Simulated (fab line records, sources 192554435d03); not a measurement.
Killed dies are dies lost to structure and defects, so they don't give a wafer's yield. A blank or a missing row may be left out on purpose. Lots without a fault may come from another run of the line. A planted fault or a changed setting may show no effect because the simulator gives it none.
Chamber matching | flow n5_finfet | N5_BEOL_M14_ETCH_59 on rie_diel-04: 4 sister chambers
The step etches BARC in N2/H2, target depth 89 nm, overetch 26.7 nm, time 67.9 s. 8 wafers are shown with their chamber, then 7 later ones without.

WAFERS WITH THEIR CHAMBER
wafer  | chamber | drypump_motor_current_A (A) | showerhead_plenum_p_Torr (Torr)
L074.6 | 3       | 5.24                        | 2.63
L075.4 | 0       | 5.88                        | 2.46
L080.4 | 3       | 5.25                        | 2.62
L090.3 | 2       | 5.46                        | 2.60
L090.4 | 2       | 5.40                        | 2.60
L090.6 | 0       | 5.88                        | 2.45
L088.2 | 1       | 5.95                        | 2.47
L088.5 | 1       | 5.94                        | 2.47

WAFERS WITHOUT THEIR CHAMBER
wafer  | drypump_motor_current_A (A) | showerhead_plenum_p_Torr (Torr)
L088.6 | 5.42                        | 2.60
L096.1 | 5.40                        | 2.60
L096.2 | 5.23                        | 2.61
L096.5 | 5.24                        | 2.61
L097.4 | 5.88                        | 2.47
L097.5 | 5.43                        | 2.59
L097.6 | 5.86                        | 2.44

WHICH CHAMBER EACH WENT THROUGH
wafer  | from the rows above     | in truth
L088.6 | 2                       | 2
L096.1 | 2                       | 2
L096.2 | 3                       | 3
L096.5 | 3                       | 3
L097.4 | can't be placed: 1 or 0 | 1
L097.5 | 2                       | 2
L097.6 | 0                       | 0
Placed correctly: 6 of 7. Can't be placed from these rows: 1 (the true chamber is among the candidates in 1). Placed wrongly: 0.
How it was worked out, from the rows above alone: a wafer's distance from a chamber is the root of the sum, over the readings, of the square of ((its reading less the chamber's mean) divided by the reading's scatter). The wafer belongs to the nearest chamber; if the next one is less than 2 further off, it can't be placed. A chamber's mean is the mean of its shown wafers. The scatter: the root of (the sum of the squares of (reading less its chamber's mean) over the shown wafers, divided by (wafers less chambers)).
